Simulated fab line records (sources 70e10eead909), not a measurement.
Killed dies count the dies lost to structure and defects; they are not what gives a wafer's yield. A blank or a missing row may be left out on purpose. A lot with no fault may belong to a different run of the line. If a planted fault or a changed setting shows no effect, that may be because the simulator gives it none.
Chamber matching || flow nandHarc || NHARC_A_STAIRCASE_CMP_472 on cmp-04 has 4 sister chambers
The step polishes SiO2. 4 wafers are shown with their chamber, then 8 later ones without.

## WAFERS PAIRED WITH THEIR CHAMBERS
{"wafer": "L083.4", "chamber": 2, "motorCurrentA (A)": 11.5}
{"wafer": "L084.5", "chamber": 3, "motorCurrentA (A)": 12.5}
{"wafer": "L084.6", "chamber": 0, "motorCurrentA (A)": 8.2}
{"wafer": "L093.1", "chamber": 1, "motorCurrentA (A)": 11.8}

## WAFERS MISSING THEIR CHAMBER
{"wafer": "L093.2", "motorCurrentA (A)": 8.5}
{"wafer": "L093.4", "motorCurrentA (A)": 11.0}
{"wafer": "L095.1", "motorCurrentA (A)": 12.2}
{"wafer": "L095.2", "motorCurrentA (A)": 11.4}
{"wafer": "L095.4", "motorCurrentA (A)": 8.0}
{"wafer": "L097.2", "motorCurrentA (A)": 10.7}
{"wafer": "L097.3", "motorCurrentA (A)": 12.0}
{"wafer": "L097.4", "motorCurrentA (A)": 8.0}

## WHICH CHAMBER EACH ONE RAN IN
{"wafer": "L093.2", "from the rows above": 0, "in truth": 0}
{"wafer": "L093.4", "from the rows above": "can't be placed: 2 or 1", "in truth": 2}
{"wafer": "L095.1", "from the rows above": "can't be placed: 3 or 1 or 2", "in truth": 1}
{"wafer": "L095.2", "from the rows above": "can't be placed: 2 or 1", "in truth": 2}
{"wafer": "L095.4", "from the rows above": 0, "in truth": 0}
{"wafer": "L097.2", "from the rows above": "can't be placed: 2 or 1", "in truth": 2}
{"wafer": "L097.3", "from the rows above": "can't be placed: 1 or 2 or 3", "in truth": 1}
{"wafer": "L097.4", "from the rows above": 0, "in truth": 0}
Correctly placed: 3 of 8. From these rows, 5 cannot be placed; in 5 the true chamber is one of the candidates. Number placed wrongly: 0.
How it was worked out, from the rows above alone: a wafer's distance from a chamber is the root of the sum, over the readings, of the square of ((its reading less the chamber's mean) divided by the reading's scatter). The wafer belongs to the nearest chamber; if the next one is less than 2 further off, it can't be placed. A chamber's mean is the mean of its shown wafers. The scatter: root of mean squared gap, hidden wafer to nearest shown wafer, with one shown wafer a chamber.
